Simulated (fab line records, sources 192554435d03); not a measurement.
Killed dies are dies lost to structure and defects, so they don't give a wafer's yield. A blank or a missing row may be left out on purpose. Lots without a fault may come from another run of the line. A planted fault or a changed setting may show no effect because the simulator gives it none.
A struck lot beside a sound one | flow n5_finfet | 37 steps out of a route of 1938
Sound: wafers L455.2, L455.3, L455.4. Struck: wafers L456.3, L456.4. (L456.6 of the same lot was not struck and is left out.) The cause comes at the end.
At each step with rows: each side's tool, then ch and its chambers, then its first start. Under that, the readings that differ: sound wafers | struck wafers | difference of the means | sigmas: that difference in standard deviations of wafers without a fault.
alike: readings whose means differ by less than 2 such deviations, and words and numbers that are the same on both sides. not compared: withheld readings, readings that some wafer has no value for, bounds like >300 that may hide the same value, and numbers for which the record gives no deviation and whose values overlap.
The two part at a step that has a row with sigmas, a row that says differs or no value, or rows on one side only. Numbers that don't overlap but have no deviation are shown without sigmas and don't part them. A reading that every wafer of one side lacks parts them only if that side has two wafers or more.

first, 8 steps without rows for these wafers: N5_BEOL_M2_ECD_50 (material Cu, target thk 300 nm); N5_BEOL_M2_ANNEAL_51 (time 90 s); N5_BEOL_M2_CMP_52 (polishes, stops on SiOC, t overpolish 6.8 s, target thk 40 nm); N5_BEOL_M2_PRE_CLEAN_60 (time 15 s); N5_BEOL_M2_CO_CAP_55 (material Co, precursor CCTBA/H2, target thk 2 nm, time 102.1 s); N5_BEOL_M2_PRE_CLEAN_56 (time 15 s); N5_BEOL_M2_DEP_57 (deposits SiCN from 3MS/NH3, target thk 8 nm, time 14 s); N5_BEOL_M3_ILD_DEP_00 (deposits SiOC from DEMS/O2, target thk 79 nm, time 15.3 s).
N5_BEOL_M3_PECVD_72: deposits SiO2 from TEOS/O2, target thk 16 nm, time 18 s.
  sound on pecvd-04 ch 0,1,2, day 10 13:16; struck on pecvd-02 ch 2, day 10 14:28
  reading              | sound                | struck        | difference | sigmas
  susceptor_temp_C (C) | 400.34 400.00 399.83 | 407.35 407.26 | +7.25      | +35
  alike: heater_power_w, showerhead_plenum_p_Torr, throttle_valve_pct
  not compared: model.SiO2_of_BEOL_M3_PECVD_72.thk_nm
then, 25 steps without rows for these wafers: N5_BEOL_M3_HM_DEP_02 (deposits TiN, target thk 20 nm); N5_BEOL_M3_COAT_61 (time 60 s, resist thk 60 nm); N5_BEOL_M3_COAT_62 (time 60 s, resist thk 12 nm); N5_BEOL_M3_COAT_73 (time 60 s, resist thk 5 nm); N5_BEOL_M3_COAT_05 (resist thk 30 nm); N5_BEOL_M3_EBR_07; N5_BEOL_M3_SOFTBAKE_06 (time 60 s); N5_BEOL_M3_EXPOSE_08 (exposes mask M3); N5_BEOL_M3_PEB_09 (peb time 60 s); N5_BEOL_M3_DEVELOP_10 (develop time 30 s); N5_BEOL_M3_DESCUM_16 (chemistry O2, time 7 s); N5_BEOL_M3_ETCH_74 (etches underlayer in N2/H2, target depth 6.5 nm, time 5.2 s); N5_BEOL_M3_ETCH_63 (etches SiARC in CF4, target depth 15.6 nm, time 26 s); N5_BEOL_M3_ETCH_64 (etches SOC in N2/H2, target depth 75 nm, overetch 15 nm, time 112.5 s); N5_BEOL_M3_STRIP_65 (strips in N2/H2); N5_BEOL_M3_STRIP_75 (strips in N2/H2); N5_BEOL_M3_STRIP_66 (strips in CF4); N5_BEOL_M3_HM_OPEN_17 (chemistry Cl2/BCl3, target TiN, target depth 20 nm, overetch 6 nm); N5_BEOL_M3_STRIP_19 (strips in O2); N5_BEOL_M3_COAT_67 (time 60 s, resist thk 60 nm); N5_BEOL_M3_COAT_68 (time 60 s, resist thk 12 nm); N5_BEOL_M3_COAT_76 (time 60 s, resist thk 5 nm); N5_BEOL_M3_COAT_22 (resist thk 30 nm); N5_BEOL_M3_EBR_24; N5_BEOL_M3_SOFTBAKE_23 (time 60 s).
N5_BEOL_M3_HM_STRIP_39: strips TiN in peroxide tin strip, target depth 25 nm, time 158 s.
  sound on wet_bench-02 ch 1,4,7, day 10 19:02; struck on wet_bench-03 ch 2,3, day 11 00:13
  alike: bath_guard_temp_C
  not compared: model.SiO2_of_BEOL_M3_PECVD_72.thk_nm
N5_BEOL_M4_RC_MEAS_101:
  sound on prober-02 ch 0, day 11 11:02; struck on prober-01 ch 0, day 12 17:08
  alike: DIBL_N, DIBL_P, IOFF_N, IOFF_P, ION_N, ION_P, SS_N, SS_P, VT_N, VT_P
-- the record jumps here: 4 days lie between the struck wafers' starts before and after (it left off in module BEOL_M4 and takes up again in module PASSIVATION, whose first step shown is number 1936 of the route) --
N5_PASSIVATION_PROBE_49:
  sound on prober-02, day 16 08:23; struck on prober-01, day 17 02:46
  reading                  | sound          | struck    | difference | sigmas
  defect_limited_yield (%) | 92.4 91.6 93.2 | 88.1 89.6 | -3.6       | -3
  killed_at_other          | 12 6 4         | 2 0       | -6         | -3
  killed_dies              | 90 99 80       | 141 123   | +42        | +3
  killed_on_rim            | 8 10 9         | 29 22     | +16        | +4
  killed_open              | 64 63 50       | 98 81     | +30        | +3
  sort_bin_5_function (%)  | 4.1 5.4 4.2    | 6.8 6.5   | +2.1       | +2
  sort_n_pass              | 1090 1081 1100 | 1039 1057 | -42        | -3
  sort_yield_pct (%)       | 92.4 91.6 93.2 | 88.1 89.6 | -3.6       | -3
  alike: killed_at_M0_to_M3, killed_at_M4_up, killed_at_contacts, killed_at_front_end, killed_short, sort_bin_6_memory, sort_bin_8_speed

WHERE THEY PART
First at N5_BEOL_M3_PECVD_72; last, within this record, at N5_PASSIVATION_PROBE_49.

WHY: what the simulator had put in
Process parameter drift: pecvd-02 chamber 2, from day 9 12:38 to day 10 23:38, at N5_BEOL_M3_PECVD_72. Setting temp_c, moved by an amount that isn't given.
